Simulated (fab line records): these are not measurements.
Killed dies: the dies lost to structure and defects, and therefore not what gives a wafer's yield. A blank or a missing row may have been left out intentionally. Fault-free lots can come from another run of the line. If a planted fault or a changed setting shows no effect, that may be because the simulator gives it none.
Which tool did it? | flow n5-finfet | 10 lots with 30 wafers sampled at 2 steps, on a route of 1938 steps

== WHAT EACH GAUGE READ, for each wafer ==
N5_BEOL_M10_CD_MEAS_11 targets a cd of 64.1 nm.
lot  | measured     | on        | cd-nm (nm)
L950 | day 12 11:02 | cd-sem-03 | 63.3 64.3 63.7
L953 | day 12 23:05 | cd-sem-01 | 63.8 64.6 64.3
L955 | day 13 20:47 | cd-sem-03 | 64.1 64.0 63.5
L958 | day 14 00:34 | cd-sem-02 | 65.2 64.8 65.2
L960 | day 14 20:22 | cd-sem-01 | 65.0 64.8 64.9
L962 | day 15 07:12 | cd-sem-03 | 64.1 64.0 64.0
L968 | day 16 15:23 | cd-sem-01 | 64.6 64.9 64.6
L971 | day 17 18:50 | cd-sem-01 | 64.0 63.7 64.4
L970 | day 18 03:19 | cd-sem-03 | 63.6 63.8 64.4
L972 | day 18 11:53 | cd-sem-02 | 63.9 64.8 64.7

N5_BEOL_M10_OVL_MEAS_12.
lot  | measured     | on         | M10_OVL (nm)
L950 | day 12 11:04 | overlay-02 | -0.1 0.0 -0.9
L953 | day 12 23:07 | overlay-02 | -0.5 0.2 -1.2
L955 | day 13 20:50 | overlay-01 | 0.4 1.0 0.1
L958 | day 14 00:35 | overlay-01 | 0.5 1.1 1.9
L960 | day 14 20:23 | overlay-02 | -0.7 -0.2 -0.9
L962 | day 15 07:14 | overlay-01 | -0.8 -0.8 -1.5
L968 | day 16 15:25 | overlay-01 | 0.6 -0.1 0.7
L971 | day 17 18:52 | overlay-02 | -0.9 1.4 -0.4
L970 | day 18 03:21 | overlay-01 | -0.6 -2.0 -1.5
L972 | day 18 11:55 | overlay-02 | -1.4 0.4 -0.1

== WHAT TOOL EACH LOT RAN ON (gives the tool, then ch and the chambers of the sampled wafers, and finally the start) ==
Before these readings, the record contains no process step.

== WHAT THE TOOLS THEMSELVES READ (means of the sampled wafers that have a number; where no wafer has one, the mark that the record gives instead) ==
The record holds no such reading with a usual standard deviation.

== THE ANSWER, worked out from the rows above alone ==
Rule: usual is defined by the lots themselves. The widest of any qualifying gaps counts: lots, ordered by their means at a reading, are off when they make up no more than a third of the lots, leave a main group of 4 or more, and stand apart from it by 3 or more times the standard deviation of that group's means. A main group is skipped when, at the precision printed for the reading in the tables above, its means are all equal. Also off: a lot with no number at a reading for which 4 or more lots have one. All remaining lots with rows at the step are treated as sound. First the gauges in route order, then the tools' own readings, where a lot's mean is used as printed above. The first step at which some lot is off is used, and at that step the reading that is off furthest; a lot without a number counts as furthest.
Nothing can be told from this: no lot is off at any reading shown.

== WHAT THE SIMULATOR PUT IN ==
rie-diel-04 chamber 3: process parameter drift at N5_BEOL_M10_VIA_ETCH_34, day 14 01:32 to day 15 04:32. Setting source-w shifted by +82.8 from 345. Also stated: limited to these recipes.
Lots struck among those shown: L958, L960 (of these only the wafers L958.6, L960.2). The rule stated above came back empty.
